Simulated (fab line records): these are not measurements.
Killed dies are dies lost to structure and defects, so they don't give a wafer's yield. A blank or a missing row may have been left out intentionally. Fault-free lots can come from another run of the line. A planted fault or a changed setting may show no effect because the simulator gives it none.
Problem report, 8D (eight disciplines) form, completed by code || flow n5 finfet || the parts of the form that need people (team, actions taken, sign-off) are left out

## 1. PROBLEM STATEMENT
Across 3 wafers from 2 lots, EOT_P at N5_BEOL_M4_RC_MEAS_101 averages 13.67, while fault-free wafers read 10.46 with a standard deviation of 0.1. That puts it +32 standard deviations away from the usual mean.
Seen first at day 13 12:41 on prober-02, wafer L403.4. The record holds 26 wafers of 9 lots with a number at this step. Rule for "out" (also "out of limits"): further than 4 standard deviations from the usual mean. The rest of the wafers with a number are treated as sound.

## 2. WHAT IT IS; WHAT IT IS NOT
{"question": "which readings at this step", "is": "EOT_P, EOT_N, IGATE_N, IGATE_P, IOFF_N_85C, IOFF_N_LIN, IOFF_P, IOFF_P_85C, IOFF_P_LIN, ION_N", "is not": "-"}
{"question": "which lots", "is": "L403, L406", "is not": "L392, L394, L395, L397, L408, L411, L414"}
{"question": "which wafers of those lots", "is": "L403.4, L403.5, L406.5", "is not": "L406.2, L406.3"}
{"question": "read on which gauges", "is": "prober-02", "is not": "prober-01"}
{"question": "when", "is": "from day 13 12:41", "is not": "up to then (12 sound wafers); but 11 sound wafers of L406, L408, L411, L414 came after"}

## 3. THE SUSPECTS, EACH WITH WHAT RULES IT OUT
Counting: a tool at a process step up to the reading stays a suspect if it ran every lot that is out. Sound lots after the first of them don't rule it out here, since some wafers of a struck lot are sound.
- ruled out: the gauge at N5_BEOL_M4_RC_MEAS_101. All the wafers that are out were read on prober-02, but those of them that N5_PASSIVATION_PROBE_49 has rows for are out there too, on other tools.
- ald sin-03 at N5_DUMMY_GATE_ALD_02 (deposits SiO2, target thk 2 nm, pulse time 1 s): kept. Every lot that is out went through it, the first being L403 (day 5 18:14); the last sound lot it ran before that was L397 (day 4 00:07).
Left after counting: ald sin-03 at N5_DUMMY_GATE_ALD_02.

## 4. THE CAUSE (what the simulator had put in)
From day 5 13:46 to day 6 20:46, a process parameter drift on ald sin-03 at N5_DUMMY_GATE_ALD_02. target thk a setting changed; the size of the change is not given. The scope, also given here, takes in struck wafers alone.
Only this tool survived the counting.

## 5. THE CHAIN OF EFFECTS, in route order
Each row: a reading where the mean over the struck wafers with a number is more than 3 standard deviations away from the usual. Only readings whose record carries a usual standard deviation are examined. hours: median over the lots of the time between each lot's start at the first step of this table that gives one and its start at this step. sigmas: the change, counted in usual standard deviations.
{"hours": 0, "step": "N5_BEOL_M4_RC_MEAS_101", "reading": "DIBL_N", "usual": "36.0 mV/V", "on struck wafers": 44.3, "change": "+8.3", "sigmas": "+4.9"}
{"hours": 0, "step": "N5_BEOL_M4_RC_MEAS_101", "reading": "DIBL_P", "usual": "36.2 mV/V", "on struck wafers": 45.2, "change": "+9.0", "sigmas": "+4.7"}
{"hours": 0, "step": "N5_BEOL_M4_RC_MEAS_101", "reading": "EOT_N", "usual": 10.51, "on struck wafers": 13.73, "change": "+3.22", "sigmas": "+27"}
{"hours": 0, "step": "N5_BEOL_M4_RC_MEAS_101", "reading": "EOT_P", "usual": 10.46, "on struck wafers": 13.67, "change": "+3.21", "sigmas": "+32"}
{"hours": 0, "step": "N5_BEOL_M4_RC_MEAS_101", "reading": "IGATE_N", "usual": "0.0133 nA/um", "on struck wafers": 0.0003, "change": -0.0130, "sigmas": -5.6}
{"hours": 0, "step": "N5_BEOL_M4_RC_MEAS_101", "reading": "IGATE_P", "usual": "0.0040 nA/um", "on struck wafers": 0.0001, "change": -0.0039, "sigmas": -5.6}
{"hours": 0, "step": "N5_BEOL_M4_RC_MEAS_101", "reading": "IOFF_N", "usual": "0.154 nA/um", "on struck wafers": 0.307, "change": "+0.153", "sigmas": "+5.5"}
{"hours": 0, "step": "N5_BEOL_M4_RC_MEAS_101", "reading": "IOFF_N_85C", "usual": "3.0 nA/um", "on struck wafers": 5.4, "change": "+2.4", "sigmas": "+5.5"}
{"hours": 0, "step": "N5_BEOL_M4_RC_MEAS_101", "reading": "IOFF_N_LIN", "usual": "0.071 nA/um", "on struck wafers": 0.138, "change": "+0.067", "sigmas": "+6.7"}
{"hours": 0, "step": "N5_BEOL_M4_RC_MEAS_101", "reading": "IOFF_P", "usual": "0.21 nA/um", "on struck wafers": 0.40, "change": "+0.19", "sigmas": "+5.2"}
{"hours": 0, "step": "N5_BEOL_M4_RC_MEAS_101", "reading": "IOFF_P_85C", "usual": "3.6 nA/um", "on struck wafers": 6.2, "change": "+2.6", "sigmas": "+4.9"}
{"hours": 0, "step": "N5_BEOL_M4_RC_MEAS_101", "reading": "IOFF_P_LIN", "usual": "0.099 nA/um", "on struck wafers": 0.183, "change": "+0.084", "sigmas": "+6.0"}
{"hours": 0, "step": "N5_BEOL_M4_RC_MEAS_101", "reading": "ION_N", "usual": "675 uA/um", "on struck wafers": 626, "change": -49, "sigmas": -4.5}
{"hours": 0, "step": "N5_BEOL_M4_RC_MEAS_101", "reading": "ION_P", "usual": "463 uA/um", "on struck wafers": 434, "change": -29, "sigmas": -3.5}
{"hours": 0, "step": "N5_BEOL_M4_RC_MEAS_101", "reading": "SS_N", "usual": "71.4 mV/dec", "on struck wafers": 73.3, "change": "+1.9", "sigmas": "+3.0"}
{"hours": 111, "step": "N5_PASSIVATION_PROBE_49", "reading": "sort_bin_4_leakage", "usual": "0.00 %", "on struck wafers": 1.92, "change": "+1.92", "sigmas": "+99 or more"}
{"hours": 111, "step": "N5_PASSIVATION_PROBE_49", "reading": "sort_bin_8_speed", "usual": "0.00 %", "on struck wafers": 22.06, "change": "+22.06", "sigmas": "+99 or more"}
{"hours": 111, "step": "N5_PASSIVATION_PROBE_49", "reading": "sort n pass", "usual": 1073, "on struck wafers": 780, "change": -293, "sigmas": -18}
{"hours": 111, "step": "N5_PASSIVATION_PROBE_49", "reading": "sort yield pct", "usual": "90.9 %", "on struck wafers": 66.1, "change": -24.8, "sigmas": -18}
It contains these process steps:
- N5_PASSIVATION_PROBE_49
At these later measuring or inspecting steps, every struck wafer for which the step has a row has a number for every such reading, and none has moved that far: N5_BEOL_M5_THK_MEAS_01.

## 6. WHAT WOULD HAVE CAUGHT IT SOONER
The first out-of-limits reading at a measuring or inspecting step in this record came at day 13 12:41, 191 hours after the fault's start at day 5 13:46.
Of the tool readings at N5_DUMMY_GATE_ALD_02 for which the record gives a usual standard deviation, none was out on any struck wafer, so an alarm limit of 4 standard deviations on them would not have fired.
The start of N5_DUMMY_GATE_ALD_02 on ald sin-03 came by day 13 12:41 for every one of the lots that are out (2). Had the tool been put on hold then, not one of them would have been saved.
